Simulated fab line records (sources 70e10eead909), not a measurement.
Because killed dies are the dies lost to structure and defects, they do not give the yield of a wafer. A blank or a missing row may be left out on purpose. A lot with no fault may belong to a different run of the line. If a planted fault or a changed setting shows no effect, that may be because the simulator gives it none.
Chamber matching :: flow nand-harc :: rie-diel-01 running NHARC_A_WL_FILL_ETCHBACK_16: 4 sister chambers
The step etches the open film in C4F8/O2/Ar, target depth 120 nm, time 24 s. 4 wafers are shown with their chamber, then 7 later ones without.

## WAFERS PAIRED WITH THEIR CHAMBERS
wafer: L257.4
chamber: 2
rf-vpp-V (V): 719

wafer: L266.6
chamber: 3
rf-vpp-V (V): 715

wafer: L267.1
chamber: 1
rf-vpp-V (V): 718

wafer: L267.3
chamber: 0
rf-vpp-V (V): 722

## WAFERS WITH NO CHAMBER GIVEN
wafer: L267.4
rf-vpp-V (V): 719

wafer: L277.1
rf-vpp-V (V): 717

wafer: L277.4
rf-vpp-V (V): 718

wafer: L277.6
rf-vpp-V (V): 717

wafer: L278.1
rf-vpp-V (V): 718

wafer: L278.3
rf-vpp-V (V): 721

wafer: L278.4
rf-vpp-V (V): 716

## THE CHAMBER EACH PASSED THROUGH
wafer: L267.4
from the rows above: can't be placed: 2 or 1
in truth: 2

wafer: L277.1
from the rows above: can't be placed: 1 or 2 or 3
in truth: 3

wafer: L277.4
from the rows above: can't be placed: 1 or 2
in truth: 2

wafer: L277.6
from the rows above: can't be placed: 1 or 2 or 3
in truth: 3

wafer: L278.1
from the rows above: can't be placed: 1 or 2
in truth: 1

wafer: L278.3
from the rows above: can't be placed: 0 or 2
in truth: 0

wafer: L278.4
from the rows above: can't be placed: 3 or 1
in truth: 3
0 of 7 placed correctly. Not placeable from these rows: 7 (in 7, the candidates include the true chamber). Wrongly placed: 0.
How it was worked out, from the rows above alone: a wafer's distance from a chamber is the root of the sum, over the readings, of the square of ((its reading less the chamber's mean) divided by the reading's scatter). If the next closest chamber is less than 2 further off than the closest, the wafer can't be placed; otherwise it belongs to the closest. Each chamber's mean is taken over the wafers shown for it. The scatter: root of mean squared gap, hidden wafer to nearest shown wafer, with one shown wafer a chamber.
